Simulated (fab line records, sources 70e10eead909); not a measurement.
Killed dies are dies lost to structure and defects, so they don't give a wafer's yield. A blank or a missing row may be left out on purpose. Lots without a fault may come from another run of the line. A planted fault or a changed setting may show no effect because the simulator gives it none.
A struck lot beside a sound one | flow nand_harc | 14 steps out of a route of 1302
Sound: wafers L868.2, L868.4, L868.5. Struck: wafers L858.1, L858.2, L858.3. The cause comes at the end.
At each step with rows: each side's tool, then ch and its chambers, then its first start. Under that, the readings that differ: sound wafers | struck wafers | difference of the means | sigmas: that difference in standard deviations of wafers without a fault.
alike: readings whose means differ by less than 2 such deviations, and words and numbers that are the same on both sides. not compared: withheld readings, readings that some wafer has no value for, bounds like >300 that may hide the same value, and numbers for which the record gives no deviation and whose values overlap.
The two part at a step that has a row with sigmas, a row that says differs or no value, or rows on one side only. Numbers that don't overlap but have no deviation are shown without sigmas and don't part them. A reading that every wafer of one side lacks parts them only if that side has two wafers or more.

first, 4 steps without rows for these wafers: NHARC_P_GATE_EBR_07; NHARC_P_GATE_EXPOSE_08 (exposes mask P HV); NHARC_P_GATE_PEB_09 (peb time 85 s); NHARC_P_GATE_DEVELOP_10 (time 70 s).
NHARC_P_GATE_CD_MEAS_11: target cd 1640 nm.
  sound on cd_sem-01 ch 0, day 11 02:52; struck on cd_sem-03 ch 0, day 7 03:01
  alike: cd_nm
then, 1 step without rows for these wafers: NHARC_P_GATE_HARDBAKE_12 (time 80 s).
NHARC_P_GATE_DESCUM_13: chemistry O2, time 3 s.
  sound on rie_diel-05 ch 0,1, day 11 03:01; struck on rie_diel-05 ch 0,1,3, day 7 03:11
  alike: drypump_motor_current_A, o2_flow_sccm, oes_product_au, rf_vpp_V, showerhead_plenum_p_Torr, throttle_valve_pct
  not compared: rf_hours_counter_h
then, 5 steps without rows for these wafers: NHARC_P_GATE_ETCH_14 (etches SiO2 in dHF, target depth 48.8 nm); NHARC_P_GATE_STRIP_15 (strips in SPM, time 780 s); NHARC_P_GATE_PRECLEAN_71 (cleans in SC1); NHARC_P_GATE_SRD_72; NHARC_P_GATE_OXIDE_16 (material SiO2, target thk 3 nm, ox time 392 s).
NHARC_P_GATE_CVD_17: deposits poly-Si, target thk 150 nm, time 900 s.
  sound on lpcvd_poly-04 ch 0, day 11 12:44; struck on lpcvd_poly-04, day 7 12:52
  no value came back on the struck wafers for run_length_s (s), spike_tc_bottom_C (C), tube_center_temp_C (C); on the sound wafers run_length_s (s) reads 901.9 901.9 901.9
NHARC_P_GATE_HM_DEP_102: deposits aC, target thk 120 nm.
  sound on acl_dep-01 ch 0, day 11 15:29; struck on acl_dep-02 ch 0, day 7 15:45
  alike: throttle_valve_pct

WHERE THEY PART
Only at NHARC_P_GATE_CVD_17, within this record. Later steps at which nothing parts them and some readings are alike: NHARC_P_GATE_HM_DEP_102.

WHY: what the simulator had put in
Skipped step whole: lpcvd_poly-04, from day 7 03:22 on, at NHARC_P_GATE_CVD_17. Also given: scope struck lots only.
